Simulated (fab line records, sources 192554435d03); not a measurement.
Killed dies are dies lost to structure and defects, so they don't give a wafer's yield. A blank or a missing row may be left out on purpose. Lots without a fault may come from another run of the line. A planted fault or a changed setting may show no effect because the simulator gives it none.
fab line records | flow n5_finfet
record lots=9 wafers=27 last_day=18
route steps=1938 shown HKMG_FIN@451 GATE_CUT@466 BEOL_M4@1111 PASSIVATION@1936
lots that met no fault: from a run of the same line without faults
start_h: hours from the record's first day to the start of the lot's first wafer shown | wait_h: hours since the lot's step before | " the same as in the row above | L1.1+2: a row that stands for several wafers | - no value, or no start given | * or withheld: withheld | < > ~ a bound
route shown NAME@n: a module of which the file shows steps, and the number in the route of the first | usual: mean/standard deviation of fault-free wafers | same: alike in all rows | chamber/n: place in a boat | sites: the reading at each site | _std_site: their standard deviation | _edge_site: outer sites' mean less inner sites' | radius_mm: how far each site lies from the wafer's centre | mask NAME#n: copy n | behind: the tool/chamber that last shaped the wafer | hold: why the lot was held/for how many hours/how that ended | device: the transistor (n, p or np) that didn't switch | end of line: the same wafers' tests at the end of the route | a step without rows: its recipe alone | killed: dies lost to structure and defects at the first sort, not the wafer's yield | map: a wafer's dies, x killed, . not, _ none there
set.NAME: the setting as run; set.NAME@STEP: as run at that earlier step | model.NAME: the simulator's own value behind a step, which no gauge read
steps of the route over a sample of lots; a table a step, a row a wafer
services: from which hour (start_h, from the record's first day; less than 0 if before it) a tool's chamber was out of use, for how many hours, and why
## steps
# step N5_HKMG_FIN_ETCH_67
# recipe chemistry=N2/H2 target=SOC target_depth_a=3889 stop_on=TiN ion_energy_ev=100 bias_w=61 pressure_mtorr=30 source_w=850 n2_flow_sccm=200 h2_flow_sccm=200
# usual drypump_motor_current_A=5.8/0.39 n2_flow_sccm=199.9/0.65 oes_product_au=0.79/0.075 rf_vpp_V=241.0/1.4 showerhead_plenum_p_Torr=2.57/0.083 throttle_valve_pct=17.85/0.29
# columns lot.wafer tool chamber start_h wait_h drypump_motor_current_A n2_flow_sccm oes_product_au rf_hours_counter_h rf_vpp_V showerhead_plenum_p_Torr throttle_valve_pct
L317.1 rie_diel-06 2 91.19 - 6.8 200.4 0.77 145 240.6 2.53 18.04
L317.3 " 1 " " 5.7 200.8 0.85 52 238.6 2.47 18.04
L317.5 " 3 " " 5.4 200.5 0.88 - 240.8 2.58 17.60
L318.1 rie_diel-01 2 106.19 - 5.9 198.7 0.74 158 240.4 2.66 18.10
L318.5 " 0 " " 5.5 200.3 0.96 - 239.5 2.51 18.15
L318.6 " 1 " " 5.5 199.5 0.83 - 241.3 2.57 17.38
L324.1 rie_diel-01 3 135.27 - 6.1 200.2 0.66 249 240.4 2.50 17.73
L324.2 " 2 " " 5.8 199.3 0.73 170 241.0 2.65 18.11
L324.5 " 3 " " 6.1 199.4 0.66 - 239.9 2.50 17.73
L326.2 rie_diel-03 0 148.12 - 6.0 200.1 0.71 210 243.1 2.62 18.15
L326.5 " 2 " " 5.7 199.7 0.80 - 242.5 2.67 17.85
L326.6 " 3 " " 5.1 199.9 0.70 - 240.1 2.41 17.95
L329.1 rie_diel-01 2 162.35 - 5.8 199.6 0.72 183 241.9 2.65 18.12
L329.2 " 1 " " 5.5 200.2 0.81 102 240.5 2.56 17.41
L329.3 " 3 " " 6.1 200.2 0.95 1 241.3 2.50 17.29
L331.1 rie_diel-03 0 173.31 - 6.0 200.4 0.71 219 242.9 2.62 18.17
L331.4 " 3 " " 5.1 199.5 0.70 218 239.5 2.41 17.98
L331.5 " 1 " " 5.8 199.6 0.88 - 242.7 2.69 17.38
L333.1 rie_diel-06 3 187.70 - 5.4 200.3 0.83 89 240.7 2.57 17.66
L333.4 " 2 " " 6.9 199.3 0.74 179 240.4 2.52 18.12
L333.5 " 1 " " 5.8 199.1 0.81 - 238.8 2.46 18.10
L337.1 rie_diel-01 0 212.41 - 5.5 198.9 0.86 44 239.4 2.49 18.21
L337.3 " 3 " " 6.1 199.7 0.89 15 241.1 2.49 17.31
L337.5 " 1 " " 5.5 199.8 0.79 - 241.4 2.56 17.43
L338.2 rie_diel-03 2 218.31 - 5.7 200.1 0.78 119 241.3 2.66 17.88
L338.4 " 0 " " 6.0 200.7 0.70 236 240.3 2.61 18.22
L338.6 " 1 " " 5.8 199.3 0.86 - 243.1 2.69 17.41
# step N5_HKMG_FIN_CMP_23
# recipe stop_on=SiNx t_overpolish_s=10 post_cmp_clean=rinse_only down_force_psi=4 platen_rpm=50.289 pad_velocity_m_s=1.0006 target_thk_nm=46.326
# usual edge_zone_pressure_frac=1.000/0.0053 motor_current_A=11.9/1.8 overpolish_run_s=10.000/0.0098 slurry_filter_dp_kPa=13.50/0.13 time_to_endpoint_s=12.3/1.7
# columns lot.wafer tool chamber start_h wait_h edge_zone_pressure_frac motor_current_A overpolish_run_s slurry_filter_dp_kPa time_to_endpoint_s
L317.1 cmp-02 0 92.46 0.0 1.002 10.6 9.991 13.34 11.5
L317.3 " 2 " " 0.997 14.2 10.010 13.45 13.6
L317.5 " 1 " " 1.004 13.5 9.999 13.44 13.2
L318.1 cmp-03 1 107.62 0.2 0.994 12.7 10.000 13.56 11.1
L318.6 " 3 " " 1.004 14.7 9.998 13.42 11.5
L318.5 " 0 " " 1.004 9.3 9.989 13.72 11.2
L324.1 cmp-02 0 136.71 0.2 1.001 10.1 9.998 13.76 13.2
L324.2 " 1 " " 1.000 14.2 9.989 13.62 16.9
L324.5 " 2 " " 0.997 13.4 9.998 13.62 10.8
L326.2 cmp-02 0 149.56 0.1 0.997 10.4 6.390 13.31 22.0
L326.6 " 3 " " 1.004 11.1 10.013 13.67 13.0
L326.5 " 0 " " 1.000 10.7 9.997 13.33 11.2
L329.1 cmp-01 3 163.63 0.0 0.999 12.8 9.991 13.47 15.5
L329.2 " 0 " " 0.995 9.5 10.006 13.40 13.4
L329.3 " 1 " " 0.995 11.9 10.012 13.31 10.2
L331.4 cmp-03 2 174.59 0.0 1.009 9.7 9.989 13.51 13.7
L331.1 " 1 " " 1.002 13.5 9.991 13.24 11.3
L331.5 " 2 " " 1.004 9.3 9.982 13.40 15.6
L333.1 cmp-01 1 189.07 0.1 1.003 11.5 9.999 13.36 10.2
L333.4 " 3 " " 0.993 13.2 10.009 13.60 12.7
L333.5 " 0 " " 0.999 9.8 10.000 13.66 12.4
L337.1 cmp-01 2 213.69 0.0 1.000 12.0 9.990 13.72 11.5
L337.3 " 3 " " 1.006 12.6 10.001 13.38 9.1
L337.5 " 2 " " 0.994 12.0 10.003 13.65 10.2
L338.2 cmp-03 1 219.78 0.2 1.003 12.9 9.991 13.57 10.1
L338.4 " 2 " " 1.011 10.1 10.011 13.63 9.9
L338.6 " 3 " " 1.003 15.4 9.990 13.57 11.1
# step N5_GATE_CUT_ETCH_56
# recipe chemistry=Cl2/Ar target=TiN target_depth_a=216 pressure_mtorr=10 icp_w=600 bias_w=60 Cl2_flow_sccm=40 Ar_flow_sccm=60
# usual drypump_motor_current_A=6.0/0.42 oes_ar_750_au=0.78/0.082 oes_product_au=0.78/0.083 throttle_valve_pct=20.65/0.13
# columns lot.wafer tool chamber start_h wait_h drypump_motor_current_A oes_ar_750_au oes_product_au rf_hours_counter_h throttle_valve_pct
L317.1 rie_metal-03 1 93.33 0.1 5.9 0.88 0.88 13 20.59
L317.3 " 1 " " 5.9 0.88 0.89 - 20.57
L317.5 " 1 " " 5.9 0.87 0.88 - 20.58
L318.1 rie_metal-03 0 108.33 0.1 6.1 0.68 0.67 85 20.99
L318.5 " 1 " " 6.0 0.87 0.87 - 20.58
L318.6 " 0 " " 6.1 0.68 0.67 - 20.98
L324.1 rie_metal-02 1 137.42 0.1 6.3 0.77 0.77 46 20.63
L324.2 " 0 " " 6.5 0.70 0.72 68 20.64
L324.5 " 0 " " 6.5 0.70 0.71 - 20.65
L326.2 rie_metal-03 0 150.35 0.1 6.1 0.66 0.66 89 21.02
L326.5 " 0 " " 6.2 0.66 0.66 - 21.03
L326.6 " 1 " " 6.0 0.85 0.86 - 20.59
L329.1 rie_metal-02 1 164.50 0.1 6.3 0.77 0.77 49 20.63
L329.2 " 0 " " 6.5 0.70 0.72 70 20.68
L329.3 " 1 " " 6.3 0.76 0.77 - 20.63
L331.1 rie_metal-02 0 175.45 0.1 6.5 0.69 0.70 71 20.68
L331.4 " 0 " " 6.5 0.69 0.70 - 20.66
L331.5 " 1 " " 6.3 0.76 0.77 - 20.64
L333.1 rie_metal-01 0 189.85 0.1 5.8 0.90 0.92 11 20.57
L333.4 " 0 " " 5.7 0.91 0.92 - 20.57
L333.5 " 0 " " 5.8 0.91 0.91 - 20.60
L337.1 rie_metal-02 0 214.55 0.1 6.5 0.69 0.70 75 20.68
L337.3 " 0 " " 6.5 0.69 0.70 - 20.69
L337.5 " 0 " " 6.5 0.69 0.71 - 20.67
L338.2 rie_metal-01 0 220.49 0.1 5.8 0.89 0.90 15 20.57
L338.4 " 1 " " 5.3 0.74 0.76 - 20.55
L338.6 " 0 " " 5.8 0.89 0.89 - 20.59
# step N5_GATE_CUT_STRIP_59
# recipe chemistry=N2/H2 time_s=20 power_w=100 temp_c=40 pressure_mtorr=100 rf_frequency_hz=6e+07 bias_power_w=3 n2_flow_sccm=300 h2_flow_sccm=300
# usual drypump_motor_current_A=5.9/0.5 n2_flow_sccm=300.0/0.93 oes_product_au=0.74/0.043 rf_vpp_V=45.3/1 showerhead_plenum_p_Torr=3.34/0.098 throttle_valve_pct=12.36/0.2
# columns lot.wafer tool chamber start_h wait_h drypump_motor_current_A n2_flow_sccm oes_product_au rf_hours_counter_h rf_vpp_V showerhead_plenum_p_Torr throttle_valve_pct
L317.1 rie_diel-04 2 93.60 0.1 5.5 299.7 0.78 142 45.2 3.52 12.22
L317.3 " 1 " " 6.6 298.5 0.79 134 46.1 3.26 12.36
L317.5 " 0 " " 6.1 300.6 0.74 - 46.9 3.36 12.23
L318.1 rie_diel-05 3 108.60 0.1 5.6 302.0 0.73 179 44.5 3.36 12.63
L318.5 " 2 " " 5.5 301.4 0.71 - 43.4 3.34 12.36
L318.6 " 1 " " 6.7 299.5 0.72 - 45.9 3.36 12.41
L324.1 rie_diel-04 1 137.87 0.1 6.6 299.9 0.78 148 44.8 3.25 12.42
L324.2 " 2 " " 5.5 300.8 0.77 155 45.3 3.51 12.24
L324.5 " 0 " " 6.2 298.6 0.73 - 44.2 3.36 12.24
L326.2 rie_diel-04 3 150.62 0.1 5.7 300.9 0.70 231 43.6 3.19 12.57
L326.5 " 1 " " 6.6 300.4 0.77 - 43.3 3.25 12.38
L326.6 " 0 " " 6.1 300.6 0.73 - 47.6 3.35 12.25
L329.1 rie_diel-04 2 164.77 0.1 5.5 299.5 0.75 164 45.2 3.50 12.27
L329.2 " 1 " " 6.7 299.8 0.77 155 45.6 3.24 12.41
L329.3 " 0 " " 6.1 299.3 0.73 175 43.6 3.35 12.29
L331.1 rie_diel-04 2 175.76 0.1 5.5 300.7 0.76 167 46.0 3.50 12.25
L331.4 " 0 " " 6.1 298.5 0.72 178 45.8 3.35 12.28
L331.5 " 1 " " 6.6 301.0 0.77 - 45.2 3.24 12.43
L333.1 rie_diel-05 1 190.13 0.1 6.7 300.3 0.70 209 45.1 3.34 12.47
L333.4 " 2 " " 5.5 298.7 0.69 244 45.4 3.33 12.42
L333.5 " 3 " " 5.6 300.5 0.71 - 43.5 3.34 12.69
L337.1 rie_diel-02 2 214.83 0.1 5.6 301.5 0.75 145 42.9 3.39 12.06
L337.3 " 0 " " 6.0 300.0 0.71 225 44.5 3.34 12.74
L337.5 " 2 " " 5.6 302.1 0.74 - 43.9 3.39 12.05
L338.2 rie_diel-04 0 220.79 0.1 6.1 301.3 0.71 193 46.1 3.34 12.31
L338.4 " 0 " " 6.1 301.9 0.72 - 47.1 3.34 12.31
L338.6 " 1 " " 6.7 298.2 0.76 - 43.7 3.24 12.43
# step N5_BEOL_M4_RC_MEAS_101
# usual DIBL_N=36.3/1.2 DIBL_P=36.3/1.4 IOFF_N=0.157/0.02 IOFF_P=0.22/0.033 ION_N=675/9.6 ION_P=465/8.2 SS_N=71.4/0.45 SS_P=73.3/0.54 VT_N=249.8/2.5 VT_P=-249/3.2
# columns lot.wafer tool chamber start_h wait_h DIBL_N[mV/V] DIBL_P[mV/V] IOFF_N[nA/um] IOFF_P[nA/um] ION_N[uA/um] ION_P[uA/um] SS_N[mV/dec] SS_P[mV/dec] VT_N[mV] VT_P[mV]
L317.1 prober-01 0 187.88 0.0 34.6 34.8 0.128 0.16 665 455 71.2 72.0 251.3 -256
L317.3 " 0 " " 35.1 34.9 0.132 0.17 662 453 71.7 72.3 251.7 -253
L317.5 " 0 " " 35.3 35.1 0.137 0.17 668 455 71.2 71.9 253.9 -254
L318.1 prober-01 0 215.64 0.0 36.5 35.2 0.145 0.20 677 465 71.7 73.1 253.5 -251
L318.5 " 0 " " 37.5 37.4 0.176 0.24 690 477 71.7 73.4 246.0 -247
L318.6 " 0 " " 36.6 34.6 0.138 0.19 674 460 71.2 73.4 252.7 -251
L324.1 prober-01 0 232.27 0.4 34.2 35.7 0.151 0.23 686 468 71.2 72.6 248.1 -247
L324.2 " 0 " " 34.5 36.1 0.159 0.23 670 470 71.8 72.4 245.6 -248
L324.5 " 0 " " 35.3 37.5 0.177 0.26 692 475 71.6 72.8 247.1 -246
L326.2 prober-01 0 263.83 0.2 37.4 38.4 0.177 0.21 680 462 72.0 73.6 248.5 -253
L326.5 " 0 " " 36.5 36.9 0.157 0.18 669 459 71.7 73.1 249.4 -253
L326.6 " 0 " " 36.8 36.2 0.153 0.18 665 451 72.0 73.3 250.3 -254
L331.1 prober-02 0 274.00 0.0 36.0 35.9 0.160 0.20 683 463 71.2 73.4 249.9 -250
L331.4 " 0 " " 36.0 36.1 0.152 0.20 672 461 71.7 72.8 249.2 -252
L331.5 " 0 " " 36.0 36.1 0.159 0.20 685 463 71.2 72.5 248.5 -251
L329.1 prober-02 0 276.89 0.0 37.1 37.0 0.156 0.22 666 459 71.4 74.0 250.1 -249
L329.2 " 0 " " 36.4 36.4 0.154 0.21 671 457 72.1 73.0 252.0 -251
L329.3 " 0 " " 34.7 34.0 0.120 0.18 660 453 70.6 73.4 254.0 -253
L333.1 prober-01 0 299.75 0.0 35.0 33.2 0.123 0.15 654 443 70.7 73.8 256.3 -256
L333.4 " 0 " " 35.9 34.8 0.141 0.17 665 450 71.5 73.9 254.5 -258
L333.5 " 0 " " 35.8 34.6 0.130 0.17 650 442 71.2 73.9 257.1 -256
L337.1 prober-01 0 307.20 0.0 35.7 36.1 0.147 0.25 673 469 71.2 73.3 249.2 -246
L337.3 " 0 " " 37.4 37.9 0.182 0.28 675 473 71.5 74.0 246.1 -245
L337.5 " 0 " " 36.5 36.6 0.170 0.26 667 464 71.8 73.9 247.4 -246
L338.2 prober-02 0 331.82 0.2 38.2 39.2 0.187 0.29 688 471 71.6 74.1 249.0 -242
L338.4 " 0 " " 34.8 34.9 0.119 0.20 665 470 70.4 72.6 251.8 -248
L338.6 " 0 " " 39.5 40.7 0.208 0.34 685 478 71.7 74.1 247.2 -243
# step N5_PASSIVATION_PROBE_49
# usual defect_limited_yield=91.1/1.4 killed_at_M0_to_M3=33/10 killed_at_M4_up=15/5.8 killed_at_contacts=13/5.9 killed_at_front_end=39/11 killed_at_other=4/3.6 killed_dies=105/16 killed_on_rim=13/3.7 killed_open=68/11 killed_short=34/7.8 sort_bin_5_function=5.2/0.88 sort_bin_6_memory=3.3/0.61 sort_n_pass=1075/16 sort_yield_pct=91.1/1.4
# same gross_dies=1180 killed_at_back_side=0 sort_bin_4_leakage[%]=0 sort_bin_8_speed[%]=0
# columns lot.wafer tool chamber start_h wait_h defect_limited_yield[%] killed_at_M0_to_M3 killed_at_M4_up killed_at_contacts killed_at_front_end killed_at_other killed_dies killed_on_rim killed_open killed_short sort_bin_5_function[%] sort_bin_6_memory[%] sort_n_pass sort_yield_pct[%]
L317.1 prober-01 - 291.11 0.0 88.8 33 11 21 63 4 132 19 85 41 6.6 4.3 1048 88.8
L317.3 prober-01 - 291.21 0.1 88.7 26 19 16 71 1 133 10 85 41 7.2 3.5 1047 88.7
L317.5 prober-01 - 291.31 0.2 90.1 35 16 4 56 6 117 11 68 40 5.3 3.8 1063 90.1
L318.1 prober-01 - 311.08 0.0 89.7 57 18 5 35 6 121 11 78 35 6.4 3.1 1059 89.7
L318.5 prober-01 - 311.28 0.2 91.3 37 17 7 39 3 103 18 67 32 4.9 3.6 1077 91.3
L318.6 prober-01 - 311.33 0.3 91.0 30 13 21 42 0 106 18 82 23 5.2 3.5 1074 91.0
L324.1 prober-02 - 328.35 0.0 90.3 26 34 19 29 6 114 9 77 29 5.8 3.7 1066 90.3
L324.2 prober-02 - 328.40 0.1 91.2 29 15 19 39 2 104 10 67 33 4.7 3.8 1076 91.2
L324.5 prober-02 - 328.55 0.2 92.1 19 9 22 39 4 93 18 66 25 4.4 3.1 1087 92.1
L326.2 prober-02 - 369.48 0.1 92.5 36 19 5 26 3 89 12 57 30 4.7 2.6 1091 92.5
L326.5 prober-02 - 369.63 0.2 92.2 19 23 11 39 0 92 8 59 26 4.0 3.3 1088 92.2
L326.6 prober-02 - 369.68 0.3 90.3 47 14 14 39 0 114 18 76 35 6.1 3.2 1066 90.3
L329.1 prober-02 - 375.67 0.0 88.4 23 23 8 73 10 137 15 83 48 6.2 4.7 1043 88.4
L329.2 prober-02 - 375.72 0.1 92.6 24 11 11 40 1 87 5 52 30 4.5 2.5 1093 92.6
L329.3 prober-02 - 375.77 0.1 89.4 29 14 11 61 10 125 18 81 40 6.4 3.6 1055 89.4
L331.1 prober-01 - 381.69 0.0 87.3 70 14 7 52 7 150 19 87 62 7.3 4.7 1030 87.3
L331.4 prober-01 - 381.84 0.2 89.0 35 27 6 56 6 130 21 80 45 6.6 3.9 1050 89.0
L331.5 prober-01 - 381.89 0.2 90.8 43 19 2 40 4 108 10 74 29 5.1 3.4 1072 90.8
L333.1 prober-02 - 402.30 0.0 93.6 23 9 18 26 0 76 10 58 18 3.8 2.5 1104 93.6
L333.4 prober-02 - 402.45 0.2 92.6 21 18 12 34 2 87 9 52 32 3.9 3.2 1093 92.6
L333.5 prober-02 - 402.50 0.2 91.9 20 18 24 34 0 96 4 58 36 5.1 2.5 1084 91.9
L337.1 prober-01 - 408.41 0.0 94.3 28 3 5 26 5 67 11 38 28 3.7 1.7 1113 94.3
L337.3 prober-01 - 408.51 0.1 91.4 43 10 9 39 1 102 17 70 31 5.3 3.2 1078 91.4
L337.5 prober-01 - 408.61 0.2 92.6 41 8 3 34 1 87 7 57 24 4.5 2.8 1093 92.6
L338.2 prober-02 - 440.45 0.1 94.1 32 12 4 17 5 70 12 42 27 3.5 2.5 1110 94.1
L338.4 prober-02 - 440.55 0.2 91.4 34 21 10 26 11 102 9 80 22 5.1 3.2 1078 91.4
L338.6 prober-02 - 440.65 0.3 92.7 20 24 8 29 5 86 12 57 25 4.2 2.9 1094 92.7
# killed by level:class
L317.1 FIN_SAQP:geometric_particle:open=14 FIN_SAQP:geometric_particle:short=13 MOL_CONTACT_COAG:geometric_particle:open=13 BEOL_M3:geometric_particle:open=10 STI_FIN_REVEAL:geometric_particle:open=8 DUMMY_GATE:geometric_particle:open=8 GATE_CUT:geometric_particle:short=6 MOL_CONTACT_COAG:geometric_particle:short=6
L317.3 STI_FIN_REVEAL:geometric_particle:open=18 MOL_CONTACT_COAG:geometric_particle:open=14 FIN_SAQP:geometric_particle:short=10 FIN_SAQP:geometric_particle:open=7 GATE_CUT:geometric_particle:open=7 BEOL_M1:geometric_particle:open=7 BEOL_M4:geometric_particle:open=6 DUMMY_GATE:geometric_particle:open=4
L317.5 FIN_SAQP:geometric_particle:open=13 BEOL_M4:geometric_particle:open=11 FIN_SAQP:geometric_particle:short=10 STI_FIN_REVEAL:geometric_particle:open=10 BEOL_M0_SAQP:geometric_particle:short=8 BEOL_M3:geometric_particle:open=8 GATE_CUT:geometric_particle:short=6 BEOL_M1:geometric_particle:open=6
L318.1 BEOL_M2:geometric_particle:open=15 BEOL_M0_SAQP:geometric_particle:open=14 STI_FIN_REVEAL:geometric_particle:open=9 BEOL_M0_SAQP:geometric_particle:short=9 FIN_SAQP:geometric_particle:open=6 BEOL_M1:geometric_particle:open=5 BEOL_M5:geometric_particle:open=5 DUMMY_GATE:geometric_particle:open=4
L318.5 STI_FIN_REVEAL:geometric_particle:open=14 BEOL_M0_SAQP:geometric_particle:open=9 BEOL_M1:geometric_particle:open=8 STI_FIN_REVEAL:geometric_particle:short=7 MOL_CONTACT_COAG:geometric_particle:open=6 BEOL_M0_SAQP:geometric_particle:short=6 BEOL_M4:geometric_particle:open=6 FIN_SAQP:geometric_particle:open=5
L318.6 STI_FIN_REVEAL:geometric_particle:open=22 MOL_CONTACT_COAG:geometric_particle:open=17 FIN_SAQP:geometric_particle:open=7 BEOL_M1:geometric_particle:open=6 BEOL_M3:geometric_particle:open=6 BEOL_M0_SAQP:geometric_particle:open=5 FIN_SAQP:geometric_particle:short=4 MOL_CONTACT_COAG:geometric_particle:short=4
L324.1 BEOL_M4:geometric_particle:open=19 MOL_CONTACT_COAG:geometric_particle:open=13 BEOL_M3:geometric_particle:open=8 FIN_SAQP:geometric_particle:open=6 STI_FIN_REVEAL:geometric_particle:open=5 DUMMY_GATE:geometric_particle:open=5 BEOL_M5:geometric_particle:open=5 MOL_CONTACT_COAG:geometric_particle:short=4
L324.2 MOL_CONTACT_COAG:geometric_particle:open=17 DUMMY_GATE:geometric_particle:open=7 BEOL_M0_SAQP:geometric_particle:short=7 BEOL_M1:geometric_particle:open=7 BEOL_M4:geometric_particle:open=6 BEOL_M3:geometric_particle:open=6 FIN_SAQP:geometric_particle:open=5 STI_FIN_REVEAL:geometric_particle:open=4
L324.5 MOL_CONTACT_COAG:geometric_particle:open=16 FIN_SAQP:geometric_particle:open=10 STI_FIN_REVEAL:geometric_particle:open=8 FIN_SAQP:geometric_particle:short=7 MOL_CONTACT_COAG:geometric_particle:short=6 DUMMY_GATE:geometric_particle:open=5 BEOL_M3:geometric_particle:open=5 BEOL_M1:geometric_particle:open=4
L326.2 FIN_SAQP:geometric_particle:open=8 BEOL_M3:geometric_particle:open=8 BEOL_M4:geometric_particle:open=8 BEOL_M0_SAQP:geometric_particle:short=7 MOL_CONTACT_COAG:geometric_particle:open=5 BEOL_M0:geometric_particle:open=5 FIN_SAQP:geometric_particle:short=4 BEOL_M2:geometric_particle:short=4
L326.5 BEOL_M4:geometric_particle:open=10 FIN_SAQP:geometric_particle:open=8 MOL_CONTACT_COAG:geometric_particle:open=8 FIN_SAQP:geometric_particle:short=6 DUMMY_GATE:geometric_particle:open=6 STARTING-WAFER:geometric_particle:short=5 BEOL_M3:geometric_particle:open=5 STI_FIN_REVEAL:geometric_particle:open=3
L326.6 MOL_CONTACT_COAG:geometric_particle:open=11 BEOL_M2:geometric_particle:open=10 FIN_SAQP:geometric_particle:open=7 BEOL_M1:geometric_particle:open=7 FIN_SAQP:geometric_particle:short=7 BEOL_M0:geometric_particle:open=7 STI_FIN_REVEAL:geometric_particle:open=6 BEOL_M3:geometric_particle:open=6
L329.1 FIN_SAQP:geometric_particle:short=17 FIN_SAQP:geometric_particle:open=15 STI_FIN_REVEAL:geometric_particle:open=13 GATE_CUT:geometric_particle:short=11 BEOL_M2:geometric_particle:open=10 BEOL_M4:geometric_particle:open=9 MOL_CONTACT_COAG:geometric_particle:open=6 PAD_METAL:geometric_particle:open=6
L329.2 FIN_SAQP:geometric_particle:short=11 MOL_CONTACT_COAG:geometric_particle:open=10 BEOL_M2:geometric_particle:open=8 FIN_SAQP:geometric_particle:open=7 BEOL_M3:geometric_particle:open=6 STI_FIN_REVEAL:geometric_particle:open=5 ILD0:geometric_particle:short=4 BEOL_M4:geometric_particle:open=4
L329.3 FIN_SAQP:geometric_particle:open=19 BEOL_M2:geometric_particle:open=13 FIN_SAQP:geometric_particle:short=10 MOL_CONTACT_COAG:geometric_particle:open=8 ILD0:geometric_particle:open=7 BEOL_M4:geometric_particle:open=7 STI_FIN_REVEAL:geometric_particle:open=5 ILD0:geometric_particle:short=5
L331.1 FIN_SAQP:geometric_particle:short=14 FIN_SAQP:geometric_particle:open=11 BEOL_M2:geometric_particle:open=11 BEOL_M3:geometric_particle:open=11 BEOL_M0_SAQP:geometric_particle:short=10 BEOL_M1:geometric_particle:open=10 BEOL_M2:geometric_particle:short=9 BEOL_M0:geometric_particle:open=7
L331.4 FIN_SAQP:geometric_particle:short=20 BEOL_M3:geometric_particle:open=12 BEOL_M4:geometric_particle:open=10 FIN_SAQP:geometric_particle:open=9 STI_FIN_REVEAL:geometric_particle:open=9 STI_FIN_REVEAL:geometric_particle:short=7 BEOL_M2:geometric_particle:open=6 MOL_CONTACT_COAG:geometric_particle:open=5
L331.5 BEOL_M0_SAQP:geometric_particle:open=12 STI_FIN_REVEAL:geometric_particle:open=9 BEOL_M0:geometric_particle:open=8 FIN_SAQP:geometric_particle:short=7 BEOL_M0_SAQP:geometric_particle:short=6 BEOL_M3:geometric_particle:open=6 BEOL_M4:geometric_particle:open=6 BEOL_M8:geometric_particle:open=5
L333.1 MOL_CONTACT_COAG:geometric_particle:open=16 STI_FIN_REVEAL:geometric_particle:open=10 BEOL_M4:geometric_particle:open=5 BEOL_M0_SAQP:geometric_particle:open=5 BEOL_M2:geometric_particle:open=5 DUMMY_GATE:geometric_particle:open=4 GATE_CUT:geometric_particle:short=4 BEOL_M0_SAQP:geometric_particle:short=3
L333.4 FIN_SAQP:geometric_particle:short=11 STI_FIN_REVEAL:geometric_particle:open=9 FIN_SAQP:geometric_particle:open=7 MOL_CONTACT_COAG:geometric_particle:open=7 BEOL_M4:geometric_particle:open=6 BEOL_M1:geometric_particle:open=5 MOL_CONTACT_COAG:geometric_particle:short=5 BEOL_M0_SAQP:geometric_particle:open=5
L333.5 MOL_CONTACT_COAG:geometric_particle:open=19 STI_FIN_REVEAL:geometric_particle:open=10 BEOL_M4:geometric_particle:short=9 FIN_SAQP:geometric_particle:short=8 GATE_CUT:geometric_particle:short=5 MOL_CONTACT_COAG:geometric_particle:short=5 BEOL_M0_SAQP:geometric_particle:open=5 BEOL_M0_SAQP:geometric_particle:short=4
L337.1 BEOL_M2:geometric_particle:open=7 BEOL_M3:geometric_particle:open=6 FIN_SAQP:geometric_particle:open=5 STI_FIN_REVEAL:geometric_particle:open=5 STI_FIN_REVEAL:geometric_particle:short=4 BEOL_M0_SAQP:geometric_particle:open=4 BEOL_M1:geometric_particle:short=4 MOL_CONTACT_COAG:geometric_particle:open=3
L337.3 BEOL_M0_SAQP:geometric_particle:open=12 STI_FIN_REVEAL:geometric_particle:open=10 BEOL_M0_SAQP:geometric_particle:short=10 BEOL_M3:geometric_particle:open=8 MOL_CONTACT_COAG:geometric_particle:open=7 BEOL_M2:geometric_particle:open=5 ILD0:geometric_particle:open=5 DUMMY_GATE:geometric_particle:open=4
L337.5 BEOL_M0_SAQP:geometric_particle:open=11 FIN_SAQP:geometric_particle:open=10 BEOL_M2:geometric_particle:open=8 BEOL_M0_SAQP:geometric_particle:short=5 BEOL_M2:geometric_particle:short=5 GATE_CUT:geometric_particle:open=4 BEOL_M1:geometric_particle:open=4 PMOS_HMC_CHANNEL_EPI:coat_microbubble_printed=4
L338.2 BEOL_M0_SAQP:geometric_particle:open=7 BEOL_M0_SAQP:geometric_particle:short=6 BEOL_M0:geometric_particle:open=5 BEOL_M1:geometric_particle:open=5 BEOL_M3:geometric_particle:short=4 BEOL_M5:geometric_particle:open=4 FIN_SAQP:geometric_particle:short=3 GATE_CUT:geometric_particle:short=3
L338.4 BEOL_M6:geometric_particle:open=10 MOL_CONTACT_COAG:geometric_particle:open=9 BEOL_M4:geometric_particle:open=8 MIM_TOP_ETCH:geometric_particle:open=7 BEOL_M1:geometric_particle:open=7 STI_FIN_REVEAL:geometric_particle:open=6 BEOL_M0_SAQP:geometric_particle:open=6 BEOL_M0:geometric_particle:open=6
L338.6 BEOL_M4:geometric_particle:open=12 STI_FIN_REVEAL:geometric_particle:open=9 MOL_CONTACT_COAG:geometric_particle:open=7 BEOL_M1:geometric_particle:open=6 BEOL_M0_SAQP:geometric_particle:open=5 FIN_SAQP:geometric_particle:short=4 STARTING-WAFER:geometric_particle:short=4 FIN_SAQP:geometric_particle:open=3
## services
# columns tool chamber start_h hours kind
rie_diel-01 0 70.33 - clean
cmp-01 - 79.11 4.0 pm
rie_diel-02 3 86.41 11.3 repair
rie_diel-04 3 97.35 10.8 repair
rie_diel-04 - 100.48 4.0 repair
rie_diel-01 3 105.15 7.8 repair
cmp-01 - 122.73 1.6 repair
cmp-01 - 132.47 1.0 repair
cmp-03 - 133.15 4.0 pm
rie_diel-02 - 139.51 0.9 repair
cmp-03 - 139.82 3.8 repair
cmp-01 - 151.87 0.2 repair
cmp-02 - 174.22 1.1 repair
rie_diel-06 - 174.50 0.2 repair
cmp-03 - 186.94 8.3 pm
rie_diel-03 1 191.39 1.3 repair
rie_diel-02 0 202.66 7.8 repair
rie_diel-02 2 206.69 6.6 repair
rie_diel-04 3 210.24 - clean
rie_diel-04 3 210.24 - consumable_replace:focus_ring
rie_diel-04 3 210.24 - consumable_replace:showerhead
rie_diel-04 3 210.24 16.8 scheduled_down
rie_diel-04 3 210.24 16.8 vent_cycle
cmp-02 - 211.14 20.4 pm
## key
first_sign step=N5_HKMG_FIN_CMP_23 reading=overpolish_run_s direction=down sigmas=99+ usual=10.000 struck=6.390
effect step=N5_HKMG_FIN_CMP_23 reading=time_to_endpoint_s direction=up sigmas=5.8 usual=* struck=*
met_at N5_HKMG_FIN_CMP_23
struck_lots L326
struck_wafers L326.2
not_acting_at N5_HKMG_FIN_ETCH_67,N5_GATE_CUT_ETCH_56,N5_GATE_CUT_STRIP_59
onset_between 136.71 149.56
fault kind=process_parameter_drift tool=cmp-02 chamber=- onset_h=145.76 steps=N5_HKMG_FIN_CMP_23 channel=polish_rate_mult offset=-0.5 shape=step end_h=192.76 scope=struck_wafers_only
